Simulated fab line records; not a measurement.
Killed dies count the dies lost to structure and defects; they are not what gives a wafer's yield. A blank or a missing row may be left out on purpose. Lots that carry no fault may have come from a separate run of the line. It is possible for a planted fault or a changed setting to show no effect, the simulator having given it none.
Which tool was responsible? | flow n5 finfet | 9 lots with 26 wafers sampled at 5 steps, on a route of 1938 steps

== WHAT THE GAUGES SHOWED, per wafer ==
N5_WELL_APT_OVL_MEAS_26.
lot  | measured    | on         | PWELL_OVL (nm)
L366 | day 1 14:58 | overlay-02 | 1 -5 -8
L370 | day 2 14:58 | overlay-01 | -11 -3 -4
L371 | day 2 20:50 | overlay-01 | -7 -13 -4
L372 | day 3 03:02 | overlay-02 | 8 1 4
L374 | day 3 15:14 | overlay-01 | 1 2 -2
L384 | day 6 03:16 | overlay-01 | -11 -17 -19
L386 | day 6 14:58 | overlay-01 | 4 -1 1
L387 | day 6 20:59 | overlay-02 | -6 -5
L388 | day 7 03:08 | overlay-02 | -2 -4 -4

N5_BEOL_M4_RC_MEAS_101.
lot  | measured     | on        | DIBL_N (mV/V)  | DIBL_P (mV/V)  | IOFF_N (nA/um) | IOFF_P (nA/um) | ION_N (uA/um) | ION_P (uA/um) | SS_N (mV/dec)  | SS_P (mV/dec)  | VT_N (mV)   | VT_P (mV)
L366 | day 7 22:33  | prober-02 | 33.8 35.2 33.9 | 32.6 34.7 32.7 | 0.12 0.15 0.13 | 0.15 0.20 0.16 | 655 672 659   | 446 457 447   | 71.0 71.0 70.7 | 72.9 73.3 71.9 | 253 248 253 | -257 -250 -255
L370 | day 8 21:28  | prober-01 | 37.0 38.6 36.6 | 36.2 39.5 36.2 | 0.16 0.19 0.15 | 0.20 0.25 0.20 | 671 691 676   | 458 474 469   | 71.6 71.3 70.8 | 73.5 74.3 73.4 | 247 247 249 | -251 -247 -248
L371 | day 9 10:14  | prober-01 | 38.5 34.7 36.1 | 38.5 34.7 35.5 | 0.21 0.14 0.15 | 0.26 0.20 0.20 | 694 681 679   | 476 468 469   | 72.0 71.0 71.7 | 73.7 72.8 73.1 | 242 250 250 | -245 -248 -249
L372 | day 9 20:15  | prober-02 | 35.0 35.7 33.9 | 35.6 36.2 34.9 | 0.13 0.15 0.13 | 0.19 0.20 0.18 | 667 678 675   | 465 467 463   | 70.8 71.3 70.9 | 73.1 73.9 72.5 | 249 249 251 | -251 -253 -251
L374 | day 10 03:37 | prober-02 | 35.0 35.3 36.3 | 34.7 34.6 35.7 | 0.15 0.16 0.16 | 0.20 0.20 0.21 | 676 677 678   | 462 465 462   | 71.1 70.5 71.2 | 73.3 72.5 73.3 | 247 246 250 | -251 -251 -251
L384 | day 12 13:29 | prober-02 | 38.7 35.6 38.0 | 39.5 35.4 37.7 | 0.19 0.13 0.17 | 0.25 0.19 0.22 | 680 669 669   | 469 461 460   | 71.8 71.8 72.6 | 73.7 73.0 73.1 | 247 253 249 | -249 -252 -249
L386 | day 13 18:14 | prober-01 | 35.3 34.3 34.7 | 37.2 35.6 36.1 | 0.15 0.13 0.14 | 0.20 0.18 0.19 | 679 677 675   | 467 464 465   | 70.5 71.4 71.3 | 73.8 73.4 73.8 | 250 251 250 | -252 -252 -250
L387 | day 13 21:04 | prober-02 | 33.1 36.2      | 32.2 36.9      | 0.11 0.17      | 0.17 0.22      | 649 664       | 458 463       | 70.5 72.0      | 72.9 72.4      | 253 251     | -252 -249
L388 | day 14 00:46 | prober-02 | 36.9 38.9 35.3 | 37.0 39.9 35.8 | 0.17 0.21 0.16 | 0.25 0.29 0.22 | 673 687 683   | 465 476 472   | 71.8 72.7 71.2 | 73.1 73.8 72.8 | 247 247 250 | -246 -243 -248

== WHAT TOOL EACH LOT RAN ON (gives the tool, then ch and the chambers of the sampled wafers, and finally the start) ==
lot  | N5_ZERO_LAYER_ETCH_18           | N5_PMOS_HMC_CHANNEL_EPI_ETCH_38 | N5_FIN_SAQP_ALD_61
L366 | rie si-02 ch 0,1,2, day 1 12:56 | rie si-01 ch 1,2,3, day 1 18:01 | ald sin-04 ch 0,1, day 1 20:28
L370 | rie si-03 ch 0,1,3, day 2 13:00 | rie si-01 ch 2,3, day 2 17:52   | ald sin-04 ch 1,2,3, day 2 20:17
L371 | rie si-05 ch 0,1, day 2 18:47   | rie si-06 ch 1,2, day 2 23:48   | ald sin-01 ch 0,1,3, day 3 02:14
L372 | rie si-02 ch 0,2,3, day 3 00:48 | rie si-06 ch 0,2,3, day 3 06:18 | ald sin-04 ch 0,3, day 3 10:29
L374 | rie si-05 ch 0,1,3, day 3 13:08 | rie si-04 ch 1,2,3, day 3 18:02 | ald sin-04 ch 1,2,3, day 3 20:28
L384 | rie si-05 ch 2,3, day 6 01:03   | rie si-06 ch 1,2,3, day 6 06:00 | ald sin-03 ch 0,3, day 6 09:02
L386 | rie si-02 ch 0,1,3, day 6 12:55 | rie si-01 ch 2,3, day 6 18:16   | ald sin-04 ch 0,3, day 6 21:11
L387 | rie si-02 ch 1,3, day 6 18:49   | rie si-01 ch 1,2, day 6 23:43   | ald sin-03 ch 0,3, day 7 02:40
L388 | rie si-02 ch 0,2,3, day 7 00:47 | rie si-04 ch 1,2,3, day 7 05:49 | ald sin-03 ch 0,1,2, day 7 09:07
- N5_ZERO_LAYER_ETCH_18: etches Si in HBr/Cl2, target depth 120 nm, time 40 s.
- N5_PMOS_HMC_CHANNEL_EPI_ETCH_38: etches SiO2 in CF4, target depth 1.5 nm.
- N5_FIN_SAQP_ALD_61: deposits SiO2, target thk 4 nm, pulse time 1 s, purge time 2 s.

== AS READ BY THE TOOLS THEMSELVES (means over the sampled wafers that have a number; for cases with no such wafer, the mark the record gives instead) ==
N5_ZERO_LAYER_ETCH_18.
lot  | tool      | HBr_flow_sccm (sccm) | bias w (W) | chamber pressure mTorr (mTorr) | drypump motor current A (A) | he backside leak sccm (sccm) | oes product au (a.u.) | throttle valve pct (%)
L366 | rie si-02 | 149.8                | 74.78      | 9.996                          | 5.4                         | 3.1                          | 1.000                 | 36.59
L370 | rie si-03 | 149.9                | 74.93      | 10.000                         | 5.8                         | 3.0                          | 1.015                 | 36.20
L371 | rie si-05 | 150.0                | 75.01      | 10.000                         | 6.0                         | 2.7                          | 1.013                 | 36.47
L372 | rie si-02 | 150.2                | 74.89      | 10.003                         | 5.6                         | 2.8                          | 0.998                 | 36.65
L374 | rie si-05 | 150.1                | 74.91      | 9.998                          | 5.8                         | 2.9                          | 1.002                 | 36.40
L384 | rie si-05 | 149.5                | 75.20      | 9.996                          | 5.3                         | 3.0                          | 1.001                 | 36.21
L386 | rie si-02 | 150.0                | 74.96      | 9.994                          | 5.4                         | 3.0                          | 0.995                 | 36.42
L387 | rie si-02 | 149.9                | 75.18      | 9.995                          | 5.4                         | 3.0                          | 0.990                 | 36.39
L388 | rie si-02 | 150.6                | 74.94      | 9.997                          | 5.5                         | 2.6                          | 0.997                 | 36.55

N5_PMOS_HMC_CHANNEL_EPI_ETCH_38.
lot  | tool      | bias w (W) | chamber pressure mTorr (mTorr) | drypump motor current A (A) | he backside leak sccm (sccm) | oes product au (a.u.) | throttle valve pct (%)
L366 | rie si-01 | 400.4      | 10.003                         | 5.6                         | 2.7                          | 0.999                 | 21.63
L370 | rie si-01 | 398.8      | 9.995                          | 5.7                         | 2.8                          | 0.982                 | 21.63
L371 | rie si-06 | 400.2      | 9.998                          | 5.4                         | 2.6                          | 0.979                 | 21.60
L372 | rie si-06 | 400.7      | 10.006                         | 5.6                         | 2.9                          | 0.990                 | 21.76
L374 | rie si-04 | 400.5      | 9.993                          | 5.5                         | 2.7                          | 1.017                 | 21.91
L384 | rie si-06 | 405.6      | 9.996                          | 5.7                         | 2.6                          | 0.986                 | 21.56
L386 | rie si-01 | 400.1      | 10.000                         | 5.7                         | 2.7                          | 0.992                 | 21.64
L387 | rie si-01 | 400.4      | 9.989                          | 5.7                         | 2.8                          | 0.997                 | 21.64
L388 | rie si-04 | 400.9      | 10.003                         | 5.5                         | 3.2                          | 1.011                 | 21.91

N5_FIN_SAQP_ALD_61.
lot  | tool       | heater power w (W) | precursor pulse height rel
L366 | ald sin-04 | 521                | 1.019
L370 | ald sin-04 | 549                | 1.016
L371 | ald sin-01 | 468                | 0.981
L372 | ald sin-04 | 530                | 1.008
L374 | ald sin-04 | 553                | 0.995
L384 | ald sin-03 | 456                | 0.991
L386 | ald sin-04 | 473                | 1.006
L387 | ald sin-03 | 450                | 0.992
L388 | ald sin-03 | 514                | 1.023

== THE ANSWER, worked out from the rows above alone ==
Rule: what is usual is taken from the lots themselves. Put in order of their means at a reading, lots are off if they are a third of the lots or fewer, leave a main group of 4 or more, and stand apart from it by a gap of 3 or more times the standard deviation of the main group's means; of several such gaps the widest counts. A main group whose means are all the same, to the digits that the tables above print for the reading, isn't used. Also off: a lot with no number at a reading for which 4 or more lots have one. Any other lot the step has rows for is counted as sound. Order of review: gauges by route order, followed by the tools' own readings, for which a lot's mean as printed above is used. The first step at which some lot is off is used, and at that step the reading that is off furthest; a lot without a number counts as furthest.
Off at N5_PMOS_HMC_CHANNEL_EPI_ETCH_38 (bias w): L384. Mean 400.2 W and standard deviation 0.6 in the main group.
A tool fits if, at that step or a process step before it, it ran every lot that is off, and no sound lot after the first of them. Can't be told from this: 2 tools fit, rie si-05 at N5_ZERO_LAYER_ETCH_18, rie si-06 at N5_PMOS_HMC_CHANNEL_EPI_ETCH_38.

== WHAT THE SIMULATOR HAD INSERTED ==
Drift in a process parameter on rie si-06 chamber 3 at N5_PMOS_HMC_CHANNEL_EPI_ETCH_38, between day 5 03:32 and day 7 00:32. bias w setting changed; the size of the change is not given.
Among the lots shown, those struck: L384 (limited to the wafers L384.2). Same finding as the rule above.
